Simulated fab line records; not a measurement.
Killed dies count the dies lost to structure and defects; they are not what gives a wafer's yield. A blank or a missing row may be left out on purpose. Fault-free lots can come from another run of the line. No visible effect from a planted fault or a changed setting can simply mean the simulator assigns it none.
Which of the tools did it? + flow n5_finfet + 72 wafers from 24 lots sampled at 6 of the route's 1938 steps

WHAT THE GAUGES READ, wafer by wafer
The record lacks any reading of a measuring or inspecting step that a usual standard deviation could be used to judge.

EACH LOT AND THE TOOL THAT RAN IT (in order: tool; ch and the chambers of the sampled wafers; start)
| lot  | N5_BEOL_M11_CURE_71           | N5_BEOL_M11_PECVD_70            | N5_BEOL_M11_STRIP_36               | N5_BEOL_M11_STRIP_77                          | N5_BEOL_M11_PRE_CLEAN_45     | N5_BEOL_M11_ALD_74                  |
|------|-------------------------------|---------------------------------|------------------------------------|-----------------------------------------------|------------------------------|-------------------------------------|
| L074 | uv_cure-02 ch 0, day 10 07:52 | pecvd-04 ch 1,2, day 10 08:15   | rie_diel-04 ch 0,2,3, day 10 12:47 | rie_diel-04 ch 0,2,3, day 10 13:55 or earlier | pvd_sputter-02, day 10 13:55 | ald_metal-04 ch 0,1,3, day 10 14:02 |
| L075 | uv_cure-03 ch 1, day 11 04:56 | pecvd-03 ch 0,2, day 11 05:29   | rie_diel-01 ch 0,2,3, day 11 11:19 | rie_diel-01 ch 0,2,3, day 11 12:12 or earlier | pvd_sputter-02, day 11 12:12 | ald_metal-01 ch 0,2,3, day 11 12:25 |
| L076 | uv_cure-01 ch 1, day 11 14:14 | pecvd-04 ch 0,1, day 11 14:42   | rie_diel-04 ch 0,1,3, day 11 16:34 | rie_diel-04 ch 0,1,3, day 11 17:23 or earlier | pvd_sputter-02, day 11 17:23 | ald_metal-04 ch 0,2,3, day 11 17:31 |
| L077 | uv_cure-01 ch 1, day 11 17:29 | pecvd-03 ch 0,2, day 11 18:06   | rie_diel-01 ch 0,1,3, day 11 22:46 | rie_diel-01 ch 0,1,3, day 12 00:27 or earlier | pvd_sputter-02, day 12 00:27 | ald_metal-01 ch 0,2,3, day 12 00:31 |
| L078 | uv_cure-02 ch 1, day 12 02:22 | pecvd-01 ch 0,1, day 12 02:55   | rie_diel-01 ch 0,1, day 12 06:22   | rie_diel-01 ch 0,1, day 12 07:24 or earlier   | pvd_sputter-03, day 12 07:24 | ald_metal-01 ch 1,2, day 12 07:29   |
| L079 | uv_cure-02 ch 0, day 12 06:19 | pecvd-01 ch 0,1, day 12 07:11   | rie_diel-04 ch 0,1,3, day 12 09:44 | rie_diel-04 ch 0,1,3, day 12 10:55 or earlier | pvd_sputter-02, day 12 10:55 | ald_metal-01 ch 0,1,2, day 12 11:04 |
| L081 | uv_cure-02 ch 1, day 12 18:17 | pecvd-04 ch 0,1,2, day 12 18:50 | rie_diel-04 ch 0,1, day 12 23:17   | rie_diel-04 ch 0,1, day 13 03:15 or earlier   | pvd_sputter-01, day 13 03:15 | ald_metal-01 ch 2,3, day 13 03:19   |
| L080 | uv_cure-01 ch 0, day 12 18:24 | pecvd-04 ch 0,2, day 12 19:26   | rie_diel-04 ch 0,1,3, day 13 00:26 | rie_diel-04 ch 0,1,3, day 13 03:25 or earlier | pvd_sputter-01, day 13 03:25 | ald_metal-01 ch 1,3, day 13 03:34   |
| L083 | uv_cure-02 ch 2, day 12 19:03 | pecvd-01 ch 0,1,2, day 12 19:36 | rie_diel-02 ch 0,2,3, day 13 00:42 | rie_diel-02 ch 0,2,3, day 13 04:28 or earlier | pvd_sputter-03, day 13 04:28 | ald_metal-04 ch 0,1,3, day 13 04:31 |
| L084 | uv_cure-02 ch 0, day 13 02:06 | pecvd-03 ch 1,2, day 13 02:39   | rie_diel-01 ch 0,2,3, day 13 07:05 | rie_diel-01 ch 0,2,3, day 13 08:06 or earlier | pvd_sputter-02, day 13 08:06 | ald_metal-01 ch 0,2,3, day 13 08:10 |
| L082 | uv_cure-01 ch 0, day 13 05:27 | pecvd-04 ch 0,2, day 13 06:00   | rie_diel-02 ch 2,3, day 13 12:38   | rie_diel-02 ch 2,3, day 13 13:25 or earlier   | pvd_sputter-01, day 13 13:25 | ald_metal-01 ch 0,2,3, day 13 13:29 |
| L086 | uv_cure-03 ch 1, day 13 15:10 | pecvd-01 ch 0,1,2, day 13 15:30 | rie_diel-04 ch 1,2, day 13 20:59   | rie_diel-04 ch 1,2, day 14 00:15 or earlier   | pvd_sputter-01, day 14 00:15 | ald_metal-04 ch 1,2,3, day 14 00:19 |
| L085 | uv_cure-03 ch 2, day 13 17:04 | pecvd-04 ch 0,1,2, day 13 17:27 | rie_diel-04 ch 2,3, day 13 23:57   | rie_diel-04 ch 2,3, day 14 00:46 or earlier   | pvd_sputter-03, day 14 00:46 | ald_metal-04 ch 2,3, day 14 00:50   |
| L088 | uv_cure-03 ch 2, day 14 13:19 | pecvd-03 ch 0,1, day 14 13:47   | rie_diel-04 ch 0,2,3, day 14 17:43 | rie_diel-04 ch 0,2,3, day 14 18:43 or earlier | pvd_sputter-02, day 14 18:43 | ald_metal-04 ch 0,1, day 14 18:46   |
| L087 | uv_cure-02 ch 2, day 14 20:26 | pecvd-01 ch 1,2, day 14 20:59   | rie_diel-01 ch 0,2,3, day 15 01:20 | rie_diel-01 ch 0,2,3, day 15 02:20 or earlier | pvd_sputter-02, day 15 02:20 | ald_metal-03 ch 0,3, day 15 02:23   |
| L089 | uv_cure-01 ch 0, day 15 00:17 | pecvd-01 ch 0,1,2, day 15 00:50 | rie_diel-01 ch 2,3, day 15 03:55   | rie_diel-01 ch 2,3, day 15 05:52 or earlier   | pvd_sputter-03, day 15 05:52 | ald_metal-03 ch 0,3, day 15 05:56   |
| L090 | uv_cure-02 ch 1, day 15 04:16 | pecvd-03 ch 1,2, day 15 04:49   | rie_diel-02 ch 1,2, day 15 10:05   | rie_diel-02 ch 1,2, day 15 11:14 or earlier   | pvd_sputter-01, day 15 11:14 | ald_metal-03 ch 0,1,3, day 15 11:19 |
| L091 | uv_cure-01 ch 1, day 15 04:44 | pecvd-04 ch 1,2, day 15 05:12   | rie_diel-02 ch 0,1,2, day 15 10:33 | rie_diel-02 ch 0,1,2, day 15 11:57 or earlier | pvd_sputter-02, day 15 11:57 | ald_metal-03 ch 1,2, day 15 12:01   |
| L092 | uv_cure-02 ch 1, day 16 00:27 | pecvd-01 ch 0,2, day 16 01:00   | rie_diel-02 ch 0,2,3, day 16 07:34 | rie_diel-02 ch 0,2,3, day 16 08:45 or earlier | pvd_sputter-01, day 16 08:45 | ald_metal-01 ch 0,1,2, day 16 08:49 |
| L093 | uv_cure-03 ch 1, day 16 09:05 | pecvd-03 ch 0,2, day 16 09:28   | rie_diel-04 ch 1,2,3, day 16 12:08 | rie_diel-04 ch 1,2,3, day 16 13:18 or earlier | pvd_sputter-02, day 16 13:18 | ald_metal-01 ch 0,1,3, day 16 13:22 |
| L096 | uv_cure-02 ch 1, day 16 10:23 | pecvd-04 ch 0,1, day 16 10:56   | rie_diel-01 ch 0,2,3, day 16 17:17 | rie_diel-01 ch 0,2,3, day 16 18:22 or earlier | pvd_sputter-01, day 16 18:22 | ald_metal-01 ch 0,1,2, day 16 18:25 |
| L095 | uv_cure-01 ch 1, day 16 10:49 | pecvd-01 ch 0,2, day 16 11:17   | rie_diel-04 ch 1,2,3, day 16 16:40 | rie_diel-04 ch 1,2,3, day 16 17:37 or earlier | pvd_sputter-03, day 16 17:37 | ald_metal-04 ch 1,2, day 16 17:41   |
| L094 | uv_cure-03 ch 0, day 16 11:10 | pecvd-04 ch 0,1, day 16 11:43   | rie_diel-02 ch 0,1, day 16 17:35   | rie_diel-02 ch 0,1, day 16 18:35 or earlier   | pvd_sputter-01, day 16 18:35 | ald_metal-03 ch 1,2,3, day 16 18:38 |
| L097 | uv_cure-02 ch 1, day 17 07:31 | pecvd-04 ch 0,1,2, day 17 08:04 | rie_diel-04 ch 1,2,3, day 17 12:12 | rie_diel-04 ch 1,2,3, day 17 14:56 or earlier | pvd_sputter-02, day 17 14:56 | ald_metal-03 ch 1,2,3, day 17 15:02 |
- N5_BEOL_M11_CURE_71: cures SiCOH lowk, time 240 s.
- N5_BEOL_M11_PECVD_70: deposits SiO2 from TEOS/O2, target thk 20 nm, time 22.7 s.
- N5_BEOL_M11_STRIP_36: strips in N2/H2.
- N5_BEOL_M11_STRIP_77: strips in N2/H2, time 10 s.
- N5_BEOL_M11_PRE_CLEAN_45: time 30 s.
- N5_BEOL_M11_ALD_74: deposits TaN, target thk 2 nm, pulse time 2 s, purge time 3 s.

WHAT THE TOOLS THEMSELVES READ (means of the sampled wafers that have a number; where no wafer has one, the mark that the record gives instead)
N5_BEOL_M11_CURE_71. Usual: lamp_power_pct 52.30 %, standard deviation 0.053; wafer_temp_C_max 386.8, standard deviation 0.77.
| lot  | tool       | lamp_power_pct (%) | wafer_temp_C_max | flag |
|------|------------|--------------------|------------------|------|
| L074 | uv_cure-02 | 52.28              | 386.1            |      |
| L075 | uv_cure-03 | 52.31              | 387.7            |      |
| L076 | uv_cure-01 | 52.33              | 386.3            |      |
| L077 | uv_cure-01 | 52.32              | 386.2            |      |
| L078 | uv_cure-02 | 52.24              | 386.7            |      |
| L079 | uv_cure-02 | 52.32              | 386.6            |      |
| L081 | uv_cure-02 | 52.30              | 386.9            |      |
| L080 | uv_cure-01 | 52.29              | 387.0            |      |
| L083 | uv_cure-02 | 52.30              | 386.1            |      |
| L084 | uv_cure-02 | 52.31              | 385.7            |      |
| L082 | uv_cure-01 | 52.30              | 386.5            |      |
| L086 | uv_cure-03 | 52.31              | 387.8            |      |
| L085 | uv_cure-03 | 52.28              | 386.7            |      |
| L088 | uv_cure-03 | 52.32              | 386.1            |      |
| L087 | uv_cure-02 | 52.32              | 386.2            |      |
| L089 | uv_cure-01 | 52.33              | 386.5            |      |
| L090 | uv_cure-02 | 52.28              | 386.6            |      |
| L091 | uv_cure-01 | 52.29              | 386.3            |      |
| L092 | uv_cure-02 | 52.35              | 387.2            |      |
| L093 | uv_cure-03 | 52.29              | 388.6            |      |
| L096 | uv_cure-02 | 52.32              | 387.1            |      |
| L095 | uv_cure-01 | 52.30              | 386.4            |      |
| L094 | uv_cure-03 | 52.28              | 387.5            |      |
| L097 | uv_cure-02 | 52.28              | 387.0            |      |

N5_BEOL_M11_PECVD_70. Usual: heater_power_w 724 W, standard deviation 100; showerhead_plenum_p_Torr 8.75 Torr, standard deviation 0.079; throttle_valve_pct 21.8 %, standard deviation 0.88.
| lot  | tool     | heater_power_w (W) | showerhead_plenum_p_Torr (Torr) | throttle_valve_pct (%) | flag |
|------|----------|--------------------|---------------------------------|------------------------|------|
| L074 | pecvd-04 | 755                | 8.75                            | 21.4                   |      |
| L075 | pecvd-03 | 603                | 8.68                            | 20.5                   |      |
| L076 | pecvd-04 | 698                | 8.66                            | 22.8                   |      |
| L077 | pecvd-03 | 655                | 8.72                            | 21.4                   |      |
| L078 | pecvd-01 | 726                | 8.72                            | 22.4                   |      |
| L079 | pecvd-01 | 682                | 8.73                            | 22.4                   |      |
| L081 | pecvd-04 | 739                | 8.73                            | 21.8                   |      |
| L080 | pecvd-04 | 721                | 8.78                            | 21.4                   |      |
| L083 | pecvd-01 | 784                | 8.75                            | 22.3                   |      |
| L084 | pecvd-03 | 698                | 8.83                            | 21.3                   |      |
| L082 | pecvd-04 | 725                | 8.78                            | 21.4                   |      |
| L086 | pecvd-01 | 764                | 8.75                            | 22.1                   |      |
| L085 | pecvd-04 | 745                | 8.73                            | 21.9                   |      |
| L088 | pecvd-03 | 715                | 8.82                            | 21.8                   |      |
| L087 | pecvd-01 | 794                | 8.74                            | 22.2                   |      |
| L089 | pecvd-01 | 689                | 8.74                            | 22.4                   |      |
| L090 | pecvd-03 | 660                | 8.74                            | 20.8                   |      |
| L091 | pecvd-04 | 859                | 8.78                            | 21.0                   |      |
| L092 | pecvd-01 | 738                | 8.75                            | 22.1                   |      |
| L093 | pecvd-03 | 603                | 8.73                            | 21.3                   |      |
| L096 | pecvd-04 | 708                | 8.68                            | 22.6                   |      |
| L095 | pecvd-01 | 809                | 8.75                            | 22.1                   |      |
| L094 | pecvd-04 | 756                | 8.68                            | 22.2                   |      |
| L097 | pecvd-04 | 737                | 8.72                            | 21.8                   |      |

N5_BEOL_M11_STRIP_36. Usual: chamber_pressure_mTorr 20.00 mTorr (standard deviation 0.043); drypump_motor_current_A 5.5 A (standard deviation 0.33); oes_product_au 0.81 a.u. (standard deviation 0.083); rf_vpp_V 59.1 V (standard deviation 1.9); showerhead_plenum_p_Torr 2.56 Torr (standard deviation 0.093); temp_c 40.01 C (standard deviation 0.13); throttle_valve_pct 23.54 % (standard deviation 0.3).
| lot  | tool        | chamber_pressure_mTorr (mTorr) | drypump_motor_current_A (A) | oes_product_au (a.u.) | rf_vpp_V (V) | showerhead_plenum_p_Torr (Torr) | temp_c (C) | throttle_valve_pct (%) | flag |
|------|-------------|--------------------------------|-----------------------------|-----------------------|--------------|---------------------------------|------------|------------------------|------|
| L074 | rie_diel-04 | 19.98                          | 5.2                         | 0.79                  | 59.4         | 2.66                            | 40.06      | 23.45                  |      |
| L075 | rie_diel-01 | 19.99                          | 5.5                         | 0.86                  | 57.3         | 2.51                            | 39.98      | 23.19                  |      |
| L076 | rie_diel-04 | 19.99                          | 5.2                         | 0.81                  | 59.2         | 2.60                            | 39.89      | 23.54                  |      |
| L077 | rie_diel-01 | 20.03                          | 5.6                         | 0.80                  | 59.7         | 2.51                            | 40.07      | 23.58                  |      |
| L078 | rie_diel-01 | 20.03                          | 5.8                         | 0.73                  | 57.3         | 2.52                            | 39.82      | 23.91                  |      |
| L079 | rie_diel-04 | 20.03                          | 5.1                         | 0.82                  | 58.9         | 2.60                            | 40.05      | 23.56                  |      |
| L081 | rie_diel-04 | 20.03                          | 5.1                         | 0.78                  | 58.2         | 2.51                            | 39.98      | 23.72                  |      |
| L080 | rie_diel-04 | 19.99                          | 5.1                         | 0.80                  | 58.2         | 2.59                            | 40.09      | 23.56                  |      |
| L083 | rie_diel-02 | 20.01                          | 5.9                         | 0.70                  | 59.6         | 2.54                            | 39.95      | 23.90                  |      |
| L084 | rie_diel-01 | 20.03                          | 5.5                         | 0.84                  | 61.0         | 2.50                            | 39.84      | 23.20                  |      |
| L082 | rie_diel-02 | 19.97                          | 5.9                         | 0.69                  | 57.9         | 2.54                            | 40.16      | 23.88                  |      |
| L086 | rie_diel-04 | 20.04                          | 5.4                         | 0.77                  | 60.3         | 2.57                            | 40.06      | 23.65                  |      |
| L085 | rie_diel-04 | 20.02                          | 5.3                         | 0.82                  | 59.3         | 2.68                            | 40.12      | 23.41                  |      |
| L088 | rie_diel-04 | 19.99                          | 5.2                         | 0.76                  | 57.8         | 2.65                            | 40.06      | 23.47                  |      |
| L087 | rie_diel-01 | 20.01                          | 5.5                         | 0.82                  | 60.7         | 2.50                            | 39.97      | 23.23                  |      |
| L089 | rie_diel-01 | 20.01                          | 5.3                         | 0.82                  | 58.6         | 2.46                            | 40.04      | 23.20                  |      |
| L090 | rie_diel-02 | 19.98                          | 5.8                         | 0.80                  | 57.1         | 2.58                            | 39.91      | 23.57                  |      |
| L091 | rie_diel-02 | 20.00                          | 5.8                         | 0.83                  | 58.3         | 2.56                            | 39.98      | 23.64                  |      |
| L092 | rie_diel-02 | 20.00                          | 5.9                         | 0.85                  | 60.6         | 2.53                            | 39.97      | 23.67                  |      |
| L093 | rie_diel-04 | 19.98                          | 5.3                         | 0.79                  | 60.2         | 2.58                            | 40.16      | 23.59                  |      |
| L096 | rie_diel-01 | 20.01                          | 5.5                         | 0.80                  | 58.8         | 2.49                            | 40.08      | 23.26                  |      |
| L095 | rie_diel-04 | 20.00                          | 5.3                         | 0.79                  | 59.9         | 2.58                            | 39.89      | 23.58                  |      |
| L094 | rie_diel-02 | 20.04                          | 5.8                         | 0.90                  | 59.6         | 2.61                            | 39.96      | 23.53                  |      |
| L097 | rie_diel-04 | 19.98                          | 5.3                         | 0.78                  | 60.1         | 2.58                            | 40.06      | 23.61                  |      |

N5_BEOL_M11_STRIP_77. Usual: chamber_pressure_mTorr 20.003 mTorr (standard deviation 0.016); drypump_motor_current_A 5.5 A (standard deviation 0.32); oes_product_au 0.81 a.u. (standard deviation 0.082); rf_vpp_V 59.3 V (standard deviation 0.85); showerhead_plenum_p_Torr 2.56 Torr (standard deviation 0.093); temp_c 40.00 C (standard deviation 0.11); throttle_valve_pct 23.55 % (standard deviation 0.3).
| lot  | tool        | chamber_pressure_mTorr (mTorr) | drypump_motor_current_A (A) | oes_product_au (a.u.) | rf_vpp_V (V) | showerhead_plenum_p_Torr (Torr) | temp_c (C) | throttle_valve_pct (%) | flag |
|------|-------------|--------------------------------|-----------------------------|-----------------------|--------------|---------------------------------|------------|------------------------|------|
| L074 | rie_diel-04 | 19.989                         | 5.2                         | 0.80                  | 60.0         | 2.66                            | 39.90      | 23.45                  |      |
| L075 | rie_diel-01 | 20.012                         | 5.5                         | 0.86                  | 59.0         | 2.51                            | 40.08      | 23.19                  |      |
| L076 | rie_diel-04 | 19.995                         | 5.1                         | 0.82                  | 59.6         | 2.60                            | 39.97      | 23.55                  |      |
| L077 | rie_diel-01 | 19.998                         | 5.6                         | 0.80                  | 58.8         | 2.51                            | 40.05      | 23.59                  |      |
| L078 | rie_diel-01 | 20.012                         | 5.8                         | 0.73                  | 59.1         | 2.52                            | 39.99      | 23.93                  |      |
| L079 | rie_diel-04 | 20.003                         | 5.1                         | 0.81                  | 59.2         | 2.60                            | 39.95      | 23.55                  |      |
| L081 | rie_diel-04 | 20.018                         | 5.1                         | 0.78                  | 59.7         | 2.51                            | 40.02      | 23.74                  |      |
| L080 | rie_diel-04 | 20.012                         | 5.1                         | 0.81                  | 59.3         | 2.59                            | 39.94      | 23.57                  |      |
| L083 | rie_diel-02 | 19.992                         | 5.9                         | 0.69                  | 59.0         | 2.54                            | 40.03      | 23.90                  |      |
| L084 | rie_diel-01 | 20.001                         | 5.5                         | 0.84                  | 59.1         | 2.50                            | 40.01      | 23.22                  |      |
| L082 | rie_diel-02 | 20.012                         | 5.9                         | 0.69                  | 59.1         | 2.54                            | 39.95      | 23.87                  |      |
| L086 | rie_diel-04 | 20.016                         | 5.4                         | 0.76                  | 58.9         | 2.57                            | 39.99      | 23.65                  |      |
| L085 | rie_diel-04 | 19.993                         | 5.3                         | 0.83                  | 59.4         | 2.68                            | 39.88      | 23.39                  |      |
| L088 | rie_diel-04 | 20.006                         | 5.2                         | 0.76                  | 59.9         | 2.65                            | 39.91      | 23.48                  |      |
| L087 | rie_diel-01 | 20.005                         | 5.5                         | 0.81                  | 58.7         | 2.49                            | 39.93      | 23.23                  |      |
| L089 | rie_diel-01 | 20.005                         | 5.4                         | 0.82                  | 58.9         | 2.46                            | 39.94      | 23.20                  |      |
| L090 | rie_diel-02 | 20.001                         | 5.8                         | 0.81                  | 59.6         | 2.58                            | 40.10      | 23.59                  |      |
| L091 | rie_diel-02 | 20.005                         | 5.8                         | 0.83                  | 59.0         | 2.56                            | 39.95      | 23.66                  |      |
| L092 | rie_diel-02 | 20.019                         | 5.9                         | 0.86                  | 58.9         | 2.53                            | 40.02      | 23.68                  |      |
| L093 | rie_diel-04 | 20.008                         | 5.3                         | 0.79                  | 59.0         | 2.58                            | 40.08      | 23.60                  |      |
| L096 | rie_diel-01 | 20.000                         | 5.5                         | 0.80                  | 59.2         | 2.49                            | 40.04      | 23.25                  |      |
| L095 | rie_diel-04 | 19.998                         | 5.3                         | 0.78                  | 59.5         | 2.58                            | 40.07      | 23.60                  |      |
| L094 | rie_diel-02 | 19.992                         | 5.8                         | 0.89                  | 59.6         | 2.61                            | 40.14      | 23.52                  |      |
| L097 | rie_diel-04 | 19.998                         | 5.3                         | 0.78                  | 59.8         | 2.58                            | 39.93      | 23.60                  |      |

N5_BEOL_M11_PRE_CLEAN_45. Usual: 338 W for heater_power_w, sd 27.
| lot  | tool           | heater_power_w (W) | flag |
|------|----------------|--------------------|------|
| L074 | pvd_sputter-02 | 322                |      |
| L075 | pvd_sputter-02 | 324                |      |
| L076 | pvd_sputter-02 | 339                |      |
| L077 | pvd_sputter-02 | 328                |      |
| L078 | pvd_sputter-03 | 347                |      |
| L079 | pvd_sputter-02 | 329                |      |
| L081 | pvd_sputter-01 | 340                |      |
| L080 | pvd_sputter-01 | 339                |      |
| L083 | pvd_sputter-03 | 330                |      |
| L084 | pvd_sputter-02 | 307                |      |
| L082 | pvd_sputter-01 | 359                |      |
| L086 | pvd_sputter-01 | 353                |      |
| L085 | pvd_sputter-03 | 308                |      |
| L088 | pvd_sputter-02 | 343                |      |
| L087 | pvd_sputter-02 | 313                |      |
| L089 | pvd_sputter-03 | 306                |      |
| L090 | pvd_sputter-01 | 359                |      |
| L091 | pvd_sputter-02 | 340                |      |
| L092 | pvd_sputter-01 | 356                |      |
| L093 | pvd_sputter-02 | 342                |      |
| L096 | pvd_sputter-01 | 354                |      |
| L095 | pvd_sputter-03 | 335                |      |
| L094 | pvd_sputter-01 | 350                |      |
| L097 | pvd_sputter-02 | 341                |      |

N5_BEOL_M11_ALD_74. Usual: heater_power_w 433 W, standard deviation 46; precursor_vessel_temp_c 75.00 C, standard deviation 0.13.
| lot  | tool         | heater_power_w (W) | precursor_vessel_temp_c (C) | flag |
|------|--------------|--------------------|-----------------------------|------|
| L074 | ald_metal-04 | 407                | 75.05                       |      |
| L075 | ald_metal-01 | 464                | 74.98                       |      |
| L076 | ald_metal-04 | 401                | 74.95                       |      |
| L077 | ald_metal-01 | 468                | 75.05                       |      |
| L078 | ald_metal-01 | 471                | 75.06                       |      |
| L079 | ald_metal-01 | 465                | 75.04                       |      |
| L081 | ald_metal-01 | 504                | 75.06                       |      |
| L080 | ald_metal-01 | 444                | 75.07                       |      |
| L083 | ald_metal-04 | 410                | 75.04                       |      |
| L084 | ald_metal-01 | 468                | 75.02                       |      |
| L082 | ald_metal-01 | 467                | 75.01                       |      |
| L086 | ald_metal-04 | 417                | 74.95                       |      |
| L085 | ald_metal-04 | 433                | 74.94                       |      |
| L088 | ald_metal-04 | 374                | 74.97                       |      |
| L087 | ald_metal-03 | 418                | 74.96                       |      |
| L089 | ald_metal-03 | 389                | 74.92                       |      |
| L090 | ald_metal-03 | 395                | 74.88                       |      |
| L091 | ald_metal-03 | 430                | 74.95                       |      |
| L092 | ald_metal-01 | 465                | 75.02                       |      |
| L093 | ald_metal-01 | 439                | 75.01                       |      |
| L096 | ald_metal-01 | 468                | 74.81                       |      |
| L095 | ald_metal-04 | 371                | 75.05                       |      |
| L094 | ald_metal-03 | 409                | 74.97                       |      |
| L097 | ald_metal-03 | 401                | 75.05                       |      |

THE ANSWER, worked out from the rows above alone
Rule: lot off if the mean of its wafers having a number is beyond 3 standard deviations from the usual mean. A lot without any number at a reading at which 4 lots or more have one is off too. The other lots that the step has rows for count as sound. First the gauges in route order, then the tools' own readings, where a lot's mean is used as printed above. At the first step where some lot is off, the reading lying furthest off is the one used; lots without a number count as furthest.
None of the lots is off at any reading shown; this tells nothing.

WHAT THE SIMULATOR PUT IN
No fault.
